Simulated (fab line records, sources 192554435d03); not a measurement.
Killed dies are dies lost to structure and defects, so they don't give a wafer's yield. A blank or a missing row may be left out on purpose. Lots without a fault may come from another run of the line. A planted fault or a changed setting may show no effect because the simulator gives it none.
fab line records | flow n5_finfet | part 1 of 2: steps 1 to 20 of 24
record lots=5 wafers=15 last_day=18
route steps=1938 shown BEOL_M2@859
lots that met no fault: from a run of the same line without faults
start_h: hours from the record's first day to the start of the lot's first wafer shown | wait_h: hours since the lot's step before | " the same as in the row above | L1.1+2: a row that stands for several wafers | - no value, or no start given | * or withheld: withheld | < > ~ a bound
route shown NAME@n: a module of which the file shows steps, and the number in the route of the first | usual: mean/standard deviation of fault-free wafers | same: alike in all rows | chamber/n: place in a boat | sites: the reading at each site | _std_site: their standard deviation | _edge_site: outer sites' mean less inner sites' | radius_mm: how far each site lies from the wafer's centre | mask NAME#n: copy n | behind: the tool/chamber that last shaped the wafer | hold: why the lot was held/for how many hours/how that ended | device: the transistor (n, p or np) that didn't switch | end of line: the same wafers' tests at the end of the route | a step without rows: its recipe alone | killed: dies lost to structure and defects at the first sort, not the wafer's yield | map: a wafer's dies, x killed, . not, _ none there
set.NAME: the setting as run; set.NAME@STEP: as run at that earlier step | model.NAME: the simulator's own value behind a step, which no gauge read
lots at some steps of the route; a table a step, a row a wafer
services: from which hour (start_h, from the record's first day; less than 0 if before it) a tool's chamber was out of use, for how many hours, and why
## steps
# step N5_BEOL_M2_ETCH_63
# recipe chemistry=CF4 target=SiARC target_depth_a=156 mask_material=CAR-EUV time_s=26 ion_energy_ev=80 pressure_mtorr=40 source_w=545 bias_w=36 Ar_flow_sccm=100 cf4_flow_sccm=100 ends=cleared
# usual bias_w=36.02/0.1 cf4_flow_sccm=100.0/0.32 drypump_motor_current_A=5.5/0.59 etch_rf_on_time_s=25.9/0.52 oes_product_au=0.67/0.077 rf_vpp_V=183.7/1.1 showerhead_plenum_p_Torr=2.12/0.067 throttle_valve_pct=15.63/0.27
# columns lot.wafer tool chamber start_h wait_h bias_w cf4_flow_sccm drypump_motor_current_A etch_rf_on_time_s oes_product_au rf_hours_counter_h rf_vpp_V showerhead_plenum_p_Torr throttle_valve_pct
L078.2 rie_diel-01 3 155.63 0.0 35.99 99.8 5.2 27.2 0.57 240 184.4 2.10 15.71
L078.5 " 0 " " 36.05 100.0 4.9 25.9 0.70 - 182.3 2.08 15.65
L078.6 " 1 " " 35.89 100.3 5.1 25.9 0.64 - 184.7 2.14 15.54
L080.1 rie_diel-06 2 164.86 0.0 35.95 100.1 6.6 26.0 0.57 242 182.1 2.04 15.69
L080.4 " 0 " " 35.91 100.4 5.6 25.2 0.66 161 183.8 2.15 15.69
L080.5 " 3 " " 36.01 100.0 5.5 26.7 0.58 - 182.9 2.04 15.84
L085.1 rie_diel-01 1 198.95 0.0 36.01 99.8 5.1 26.0 0.62 170 182.5 2.13 15.58
L085.4 " 0 " " 35.77 100.0 4.9 26.1 0.68 - 182.4 2.07 15.70
L085.6 " 1 " " 36.13 99.4 5.1 25.9 0.63 - 183.7 2.13 15.56
L088.1 rie_diel-05 3 212.73 0.0 36.05 99.9 6.1 26.0 0.61 214 184.1 2.20 15.98
L088.3 " 1 " " 36.02 100.0 5.8 26.0 0.60 253 184.3 2.11 15.81
L088.6 " 1 " " 36.13 100.3 5.8 26.3 0.60 - 183.5 2.11 15.83
L096.3 rie_diel-06 0 273.25 0.0 36.06 100.0 5.6 25.5 0.64 193 183.3 2.14 15.75
L096.4 " 2 " " 36.10 100.3 6.6 25.4 0.81 24 185.8 2.28 15.31
L096.6 " 0 " " 36.04 99.9 5.6 25.4 0.64 - 183.1 2.14 15.74
# step N5_BEOL_M2_ETCH_64
# recipe chemistry=N2/H2 target=SOC target_depth_a=750 overetch_a=225 mask_material=SiARC temp_c=40 time_s=121.9 ion_energy_ev=200 pressure_mtorr=30 source_w=840 bias_w=150 n2_flow_sccm=200 h2_flow_sccm=200
# usual bias_w=150.0/0.47 drypump_motor_current_A=5.6/0.58 oes_product_au=0.59/0.065 rf_vpp_V=523.0/2.6 showerhead_plenum_p_Torr=2.52/0.082 throttle_valve_pct=17.8/0.3
# columns lot.wafer tool chamber start_h wait_h bias_w drypump_motor_current_A oes_product_au rf_hours_counter_h rf_vpp_V showerhead_plenum_p_Torr throttle_valve_pct
L078.2 rie_diel-01 3 155.66 0.0 150.6 5.3 0.53 240 523.6 2.52 18.1
L078.5 " 0 " " 149.7 4.9 0.61 - 521.6 2.46 17.9
L078.6 " 1 " " 149.9 5.1 0.57 - 525.1 2.54 17.8
L080.1 rie_diel-06 2 164.89 0.0 149.9 6.6 0.51 242 520.3 2.41 17.9
L080.4 " 0 " " 149.6 5.6 0.58 161 524.3 2.54 17.7
L080.5 " 3 " " 149.1 5.5 0.53 - 520.3 2.44 18.3
L085.1 rie_diel-01 1 198.97 0.0 150.1 5.1 0.56 170 522.8 2.54 17.8
L085.4 " 0 " " 150.4 4.9 0.61 - 521.2 2.46 17.9
L085.6 " 1 " " 150.8 5.1 0.56 - 523.2 2.54 17.8
L088.1 rie_diel-05 3 212.76 0.0 149.9 6.1 0.54 214 525.2 2.62 18.2
L088.3 " 1 " " 149.9 5.8 0.53 253 522.2 2.49 17.9
L088.6 " 1 " " 150.2 5.8 0.53 - 523.0 2.49 17.9
L096.3 rie_diel-06 0 273.28 0.0 150.1 5.6 0.56 193 523.6 2.52 17.8
L096.4 " 2 " " 149.6 6.6 0.70 24 529.2 2.71 17.6
L096.6 " 0 " " 150.0 5.6 0.57 - 522.4 2.52 17.8
# step N5_BEOL_M2_STRIP_65
# recipe chemistry=N2/H2 temp_c=40 n2_flow_sccm=200 h2_flow_sccm=200 rf_frequency_hz=6e+07
# columns lot.wafer tool chamber start_h wait_h
L078.2+5+6 rie_diel-01 3,0,1 155.77 0.1
L080.1+4+5 rie_diel-06 2,0,3 165.00 0.1
L085.1+4+6 rie_diel-01 1,0,1 199.09 0.1
L088.1+3+6 rie_diel-05 3,1,1 212.87 0.1
L096.3+4+6 rie_diel-06 0,2,0 273.39 0.1
# step N5_BEOL_M2_STRIP_75
# recipe chemistry=N2/H2 temp_c=40 n2_flow_sccm=200 h2_flow_sccm=200 rf_frequency_hz=6e+07
# columns lot.wafer tool chamber start_h wait_h
L078.2+5+6 rie_diel-01 3,0,1 155.78 0.0
L080.1+4+5 rie_diel-06 2,0,3 165.01 0.0
L085.1+4+6 rie_diel-01 1,0,1 199.10 0.0
L088.1+3+6 rie_diel-05 3,1,1 212.88 0.0
L096.3+4+6 rie_diel-06 0,2,0 273.40 0.0
# step N5_BEOL_M2_STRIP_66
# recipe chemistry=CF4 resist=SiARC power_w=300 bias_power_w=75 pressure_mtorr=50 cf4_flow_sccm=150 rf_frequency_hz=6e+07
# usual bias_power_w=75.05/0.23 cf4_flow_sccm=150.0/0.42 drypump_motor_current_A=5.5/0.59 oes_product_au=0.77/0.085 power_w=300.0/0.85 rf_vpp_V=270.9/1.5 showerhead_plenum_p_Torr=1.77/0.055 throttle_valve_pct=13.59/0.27
# columns lot.wafer tool chamber start_h wait_h bias_power_w cf4_flow_sccm drypump_motor_current_A oes_product_au power_w rf_hours_counter_h rf_vpp_V showerhead_plenum_p_Torr throttle_valve_pct
L078.2 rie_diel-01 3 155.79 0.0 75.06 150.5 5.3 0.68 300.7 240 269.9 1.76 13.72
L078.5 " 0 " " 75.23 150.5 4.9 0.81 298.7 - 270.9 1.74 13.62
L078.6 " 1 " " 74.81 149.7 5.1 0.73 300.7 - 271.3 1.80 13.54
L080.1 rie_diel-06 2 165.02 0.0 75.01 149.7 6.6 0.67 302.0 242 269.9 1.71 13.72
L080.4 " 0 " " 74.96 149.0 5.6 0.76 300.9 161 271.9 1.79 13.62
L080.5 " 3 " " 74.99 149.8 5.5 0.69 300.5 - 270.1 1.70 13.79
L085.1 rie_diel-01 1 199.11 0.0 75.07 149.7 5.1 0.73 300.4 170 270.7 1.79 13.56
L085.4 " 0 " " 75.29 149.8 4.9 0.79 299.3 - 270.3 1.74 13.66
L085.6 " 1 " " 75.17 150.0 5.1 0.73 300.6 - 269.5 1.79 13.58
L088.1 rie_diel-05 3 212.89 0.0 75.26 150.2 6.0 0.70 299.8 214 273.3 1.83 13.96
L088.3 " 1 " " 75.28 149.6 5.8 0.69 299.2 253 271.9 1.76 13.80
L088.6 " 1 " " 75.29 149.5 5.8 0.69 299.9 - 271.0 1.76 13.80
L096.3 rie_diel-06 0 273.41 0.0 75.53 150.2 5.6 0.74 300.4 193 271.0 1.78 13.69
L096.4 " 2 " " 75.00 150.6 6.6 0.93 301.6 24 273.0 1.91 13.24
L096.6 " 0 " " 75.54 150.6 5.6 0.74 299.7 - 270.7 1.78 13.70
# step N5_BEOL_M2_HM_OPEN_17
# recipe chemistry=Cl2/BCl3 target_depth_a=200 overetch_a=60 target=TiN mask_material=SOC ion_energy_ev=150 pressure_mtorr=10 icp_w=1000 bias_w=126 Cl2_flow_sccm=53.25 bcl3_flow_sccm=21.75 Ar_flow_sccm=25
# usual bias_w=126.0/0.39 drypump_motor_current_A=6.0/0.34 oes_product_au=0.65/0.077 throttle_valve_pct=22.06/0.17
# columns lot.wafer tool chamber start_h wait_h bias_w drypump_motor_current_A oes_product_au rf_hours_counter_h throttle_valve_pct
L078.2 rie_metal-03 0 155.83 0.0 125.6 6.2 0.70 34 22.05
L078.5 " 0 " " 125.4 6.3 0.70 - 22.05
L078.6 " 1 " " 126.0 6.0 0.53 - 22.02
L080.1 rie_metal-01 1 165.06 0.0 126.2 6.1 0.69 30 22.24
L080.4 " 1 " " 125.7 6.1 0.69 - 22.23
L080.5 " 1 " " 126.0 6.2 0.69 - 22.21
L085.1 rie_metal-03 0 199.15 0.0 125.8 6.3 0.68 37 22.07
L085.4 " 1 " " 125.5 6.0 0.53 - 22.02
L085.6 " 0 " " 126.3 6.3 0.68 - 22.07
L088.1 rie_metal-03 0 212.94 0.0 125.9 6.3 0.67 39 22.08
L088.3 " 1 " " 125.9 6.0 0.52 - 22.03
L088.6 " 1 " " 126.1 6.1 0.52 - 22.03
L096.3 rie_metal-01 0 273.48 0.1 125.9 5.3 0.64 - 21.76
L096.4 " 1 " " 126.1 6.1 0.66 - 22.28
L096.6 " 1 " " 126.1 6.1 0.66 - 22.26
# step N5_BEOL_M2_STRIP_19
# recipe chemistry=O2 power_w=400 temp_c=40 pressure_mtorr=30 rf_frequency_hz=6e+07 bias_power_w=0 overash_fraction=0.2 o2_flow_sccm=225
# usual drypump_motor_current_A=5.6/0.57 oes_product_au=0.78/0.092 rf_vpp_V=3.7/0.5 showerhead_plenum_p_Torr=2.07/0.059 throttle_valve_pct=16.63/0.27
# same bias_power_w=0
# columns lot.wafer tool chamber start_h wait_h drypump_motor_current_A oes_product_au rf_hours_counter_h rf_vpp_V showerhead_plenum_p_Torr throttle_valve_pct
L078.2 rie_diel-01 1 155.94 0.1 5.1 0.74 154 3.3 2.08 16.54
L078.5 " 2 " " 6.5 0.85 - 4.4 2.13 16.23
L078.6 " 1 " " 5.1 0.75 - 3.6 2.08 16.52
L080.1 rie_diel-06 1 165.26 0.2 4.9 0.77 148 4.4 2.02 17.02
L080.4 " 2 " " 6.6 0.67 242 4.2 1.97 16.67
L080.5 " 3 " " 5.4 0.68 - 3.1 1.98 16.83
L085.1 rie_diel-05 3 199.29 0.1 6.1 0.71 208 3.5 2.15 16.97
L085.4 " 0 " " 6.1 0.89 - 3.0 2.06 16.38
L085.6 " 1 " " 5.8 0.70 - 3.9 2.06 16.85
L088.1 rie_diel-06 0 213.05 0.1 5.6 0.75 180 4.4 2.09 16.70
L088.3 " 1 " " 4.9 0.75 167 3.2 2.02 17.06
L088.6 " 0 " " 5.6 0.76 - 3.5 2.09 16.71
L096.3 rie_diel-01 3 273.56 0.1 5.2 0.91 25 3.8 2.04 16.40
L096.4 " 0 " " 4.9 0.78 143 3.7 2.03 16.87
L096.6 " 0 " " 4.9 0.78 - 2.7 2.03 16.87
# step N5_BEOL_M2_CD_MEAS_18
# recipe pitch_nm=36 target_cd_nm=18
# usual cd_nm=18.0/0.36
# columns lot.wafer tool chamber start_h wait_h cd_nm
L078.2 cd_sem-02 - 156.01 0.1 18.5
L078.5 " - " " 18.0
L078.6 " - " " 17.9
L080.1 cd_sem-01 - 165.33 0.0 17.2
L080.4 " - " " 18.2
L080.5 " - " " 18.1
L085.1 cd_sem-01 - 199.37 0.1 18.2
L085.4 " - " " 17.8
L085.6 " - " " 17.7
L088.1 cd_sem-02 - 213.12 0.0 17.8
L088.3 " - " " 18.0
L088.6 " - " " 17.7
L096.3 cd_sem-03 - 273.64 0.1 17.7
L096.4 " - " " 17.4
L096.6 " - " " 17.4
# step N5_BEOL_M2_COAT_67
# recipe resist=SOC temp_c=250 time_s=60 spin_rpm=1500 resist_thk_nm=60
# usual resist_line_temp_C=22.99/0.1
# columns lot.wafer tool chamber start_h wait_h resist_line_temp_C
L078.2 litho_track-02 0 156.05 0.0 22.95
L078.5 " 0 " " 22.97
L078.6 " 0 " " 23.21
L080.1 litho_track-01 0 165.37 0.0 23.05
L080.4 " 0 " " 23.12
L080.5 " 0 " " 23.00
L085.1 litho_track-05 0 199.40 0.0 23.01
L085.4 " 0 " " 23.12
L085.6 " 0 " " 22.97
L088.1 litho_track-05 0 213.15 0.0 22.82
L088.3 " 0 " " 22.97
L088.6 " 0 " " 22.89
L096.3 litho_track-02 0 273.67 0.0 23.10
L096.4 " 0 " " 23.03
L096.6 " 0 " " 23.16
# step N5_BEOL_M2_COAT_68
# recipe resist=SiARC temp_c=220 time_s=60 spin_rpm=1500 resist_thk_nm=12
# usual resist_line_temp_C=22.98/0.11
# columns lot.wafer tool chamber start_h wait_h resist_line_temp_C
L078.2 litho_track-02 0 - - 23.10
L078.5 " 0 " " 23.11
L078.6 " 0 " " 23.11
L080.1 litho_track-01 0 - - 22.99
L080.4 " 0 " " 22.93
L080.5 " 0 " " 22.99
L085.1 litho_track-05 0 - - 22.93
L085.4 " 0 " " 22.98
L085.6 " 0 " " 22.98
L088.1 litho_track-05 0 - - 22.90
L088.3 " 0 " " 23.02
L088.6 " 0 " " 23.07
L096.3 litho_track-02 0 - - 23.07
L096.4 " 0 " " 22.76
L096.6 " 0 " " 23.00
# step N5_BEOL_M2_COAT_76
# recipe resist=underlayer temp_c=205 time_s=60 spin_rpm=1500 resist_thk_nm=5
# usual resist_line_temp_C=23.01/0.1
# columns lot.wafer tool chamber start_h wait_h resist_line_temp_C
L078.2 litho_track-02 0 - - 22.99
L078.5 " 0 " " 23.01
L078.6 " 0 " " 23.08
L080.1 litho_track-01 0 - - 23.11
L080.4 " 0 " " 22.95
L080.5 " 0 " " 22.96
L085.1 litho_track-05 0 - - 22.89
L085.4 " 0 " " 22.99
L085.6 " 0 " " 22.84
L088.1 litho_track-05 0 - - 23.08
L088.3 " 0 " " 23.10
L088.6 " 0 " " 23.13
L096.3 litho_track-02 0 - - 22.90
L096.4 " 0 " " 22.88
L096.6 " 0 " " 22.92
# step N5_BEOL_M2_COAT_22
# recipe resist=CAR-EUV spin_rpm=1500 resist_thk_nm=30
# usual resist_line_temp_C=23.01/0.11
# columns lot.wafer tool chamber start_h wait_h resist_line_temp_C
L078.2 litho_track-02 0 - - 22.98
L078.5 " 0 " " 23.01
L078.6 " 0 " " 23.03
L080.1 litho_track-01 0 - - 23.17
L080.4 " 0 " " 22.92
L080.5 " 0 " " 22.87
L085.1 litho_track-05 0 - - 22.85
L085.4 " 0 " " 23.11
L085.6 " 0 " " 22.97
L088.1 litho_track-05 0 - - 23.05
L088.3 " 0 " " 23.11
L088.6 " 0 " " 22.97
L096.3 litho_track-02 0 - - 23.22
L096.4 " 0 " " 23.07
L096.6 " 0 " " 23.13
# step N5_BEOL_M2_EBR_24
# recipe solvent=PGMEA ebr_width_mm=1.5
# usual resist_line_temp_C=23.01/0.086
# columns lot.wafer tool chamber start_h wait_h resist_line_temp_C
L078.2 litho_track-02 0 - - 23.05
L078.5 " 0 " " 22.97
L078.6 " 0 " " 23.07
L080.1 litho_track-01 0 - - 23.13
L080.4 " 0 " " 22.86
L080.5 " 0 " " 22.82
L085.1 litho_track-05 0 - - 23.05
L085.4 " 0 " " 23.08
L085.6 " 0 " " 23.09
L088.1 litho_track-05 0 - - 23.10
L088.3 " 0 " " 23.01
L088.6 " 0 " " 22.93
L096.3 litho_track-02 0 - - 22.93
L096.4 " 0 " " 23.00
L096.6 " 0 " " 23.00
# step N5_BEOL_M2_SOFTBAKE_23
# recipe temp_c=110 time_s=60 resist=CAR-EUV
# usual resist_line_temp_C=22.98/0.12
# columns lot.wafer tool chamber start_h wait_h resist_line_temp_C
L078.2 litho_track-02 0 - - 23.02
L078.5 " 0 " " 22.92
L078.6 " 0 " " 23.10
L080.1 litho_track-01 0 - - 23.15
L080.4 " 0 " " 23.18
L080.5 " 0 " " 22.98
L085.1 litho_track-05 0 - - 22.98
L085.4 " 0 " " 22.88
L085.6 " 0 " " 22.92
L088.1 litho_track-05 0 - - 23.17
L088.3 " 0 " " 23.14
L088.6 " 0 " " 23.08
L096.3 litho_track-02 0 - - 22.99
L096.4 " 0 " " 23.06
L096.6 " 0 " " 22.84
# step N5_BEOL_M2_EXPOSE_25
# recipe mask_id=V1 na=0.33 source_shape=quasar sigma_inner=0.2 sigma_outer=0.8 polarization=unpolarized defocus_nm=5 dose_mj=63
# usual exposure_dose_mJ_cm2=62.85/0.082
# same dipole_opening_deg=30 na=0.33
# columns lot.wafer tool chamber start_h wait_h mask exposure_dose_mJ_cm2
L078.2 euv_scanner-02 0 156.19 - V1#0 63.00
L078.5 " 0 " " V1#0 62.89
L078.6 " 0 " " V1#0 62.94
L080.1 euv_scanner-01 0 165.50 - V1#0 62.77
L080.4 " 0 " " V1#0 62.77
L080.5 " 0 " " V1#0 62.86
L085.1 euv_scanner-01 0 199.54 - V1#0 62.67
L085.4 " 0 " " V1#0 62.78
L085.6 " 0 " " V1#0 62.75
L088.1 euv_scanner-02 0 213.33 - V1#0 62.88
L088.3 " 0 " " V1#0 62.85
L088.6 " 0 " " V1#0 62.83
L096.3 euv_scanner-02 0 273.95 - V1#0 62.92
L096.4 " 0 " " V1#0 62.92
L096.6 " 0 " " V1#0 62.89
# step N5_BEOL_M2_PEB_26
# recipe peb_temp_c=100 peb_time_s=60 resist=CAR-EUV
# usual resist_line_temp_C=22.99/0.12
# columns lot.wafer tool chamber start_h wait_h resist_line_temp_C
L078.2 litho_track-05 0 156.26 0.1 22.90
L078.5 " 0 " " 23.05
L078.6 " 0 " " 23.04
L080.1 litho_track-01 0 165.58 0.1 23.00
L080.4 " 0 " " 22.94
L080.5 " 0 " " 22.97
L085.1 litho_track-05 0 199.62 0.1 23.19
L085.4 " 0 " " 23.09
L085.6 " 0 " " 22.99
L088.1 litho_track-01 0 213.41 0.1 22.99
L088.3 " 0 " " 22.85
L088.6 " 0 " " 22.97
L096.3 litho_track-05 0 274.01 0.1 23.10
L096.4 " 0 " " 22.92
L096.6 " 0 " " 22.92
# step N5_BEOL_M2_DEVELOP_27
# recipe develop_time_s=30 developer=TMAH resist=CAR-EUV rinse_liquid=surfactant_rinse dry=air_spin dev_temp_c=23
# usual developer_temp_C=23.01/0.1 resist_line_temp_C=23.00/0.11
# columns lot.wafer tool chamber start_h wait_h developer_temp_C resist_line_temp_C
L078.2 litho_track-05 0 - - 23.13 23.11
L078.5 " 0 " " 23.11 23.14
L078.6 " 0 " " 23.08 22.95
L080.1 litho_track-01 0 - - 22.96 23.00
L080.4 " 0 " " 22.95 23.17
L080.5 " 0 " " 22.99 23.22
L085.1 litho_track-05 0 - - 22.84 22.92
L085.4 " 0 " " 23.00 23.06
L085.6 " 0 " " 23.03 22.85
L088.1 litho_track-01 0 - - 23.03 23.24
L088.3 " 0 " " 23.03 23.15
L088.6 " 0 " " 22.95 23.06
L096.3 litho_track-05 0 - - 23.07 23.00
L096.4 " 0 " " 23.01 23.00
L096.6 " 0 " " 23.13 22.95
# step N5_BEOL_M2_CD_MEAS_28
# recipe target_cd_nm=26.2 landing_energy_ev=500 detector=se_inlens target_cd_y_nm=24.1 polarity=opening
# usual cd_nm=26.22/0.24
# columns lot.wafer tool chamber start_h wait_h cd_nm
L078.2 cd_sem-03 0 156.33 - 26.79
L078.5 " 0 " " 26.19
L078.6 " 0 " " 26.26
L080.1 cd_sem-03 0 165.65 - 26.41
L080.4 " 0 " " 26.25
L080.5 " 0 " " 25.74
L085.1 cd_sem-01 0 199.69 - 26.03
L085.4 " 0 " " 26.59
L085.6 " 0 " " 25.83
L088.1 cd_sem-01 0 213.48 - 26.28
L088.3 " 0 " " 26.35
L088.6 " 0 " " 26.33
L096.3 cd_sem-02 0 274.08 - 26.09
L096.4 " 0 " " 26.29
L096.6 " 0 " " 25.95
# step N5_BEOL_M2_OVL_MEAS_29
# recipe points_per_wafer=522
# usual V1_OVL=0.1/0.66
# columns lot.wafer tool chamber start_h wait_h V1_OVL[nm]
L078.2 overlay-01 0 156.37 0.0 -0.4
L078.5 " 0 " " 1.2
L078.6 " 0 " " 0.9
L080.1 overlay-02 0 165.68 0.0 1.3
L080.4 " 0 " " 0.1
L080.5 " 0 " " 1.2
L085.1 overlay-02 0 199.72 0.0 0.8
L085.4 " 0 " " 0.6
L085.6 " 0 " " -0.2
L088.1 overlay-02 0 213.51 0.0 0.3
L088.3 " 0 " " -0.3
L088.6 " 0 " " -0.5
L096.3 overlay-02 0 274.12 0.0 -0.5
L096.4 " 0 " " 0.4
L096.6 " 0 " " -0.5
# step N5_BEOL_M2_INSPECT_30
# recipe mode=adi inspect_instrument=brightfield
# usual raw_defect_count=399/96
# columns lot.wafer tool chamber start_h wait_h raw_defect_count
L078.2 defect_inspect-01 - 156.42 0.0 433
L078.5 " - " " 450
L078.6 " - " " 422
L080.1 defect_inspect-01 - 165.74 0.1 376
L080.4 " - " " 318
L080.5 " - " " 337
L085.1 defect_inspect-02 - 199.77 0.1 328
L085.4 " - " " 340
L085.6 " - " " 333
L088.1 defect_inspect-01 - 213.57 0.1 414
L088.3 " - " " 589
L088.6 " - " " 431
L096.3 defect_inspect-01 - 274.17 0.0 377
L096.4 " - " " 283
L096.6 " - " " 355
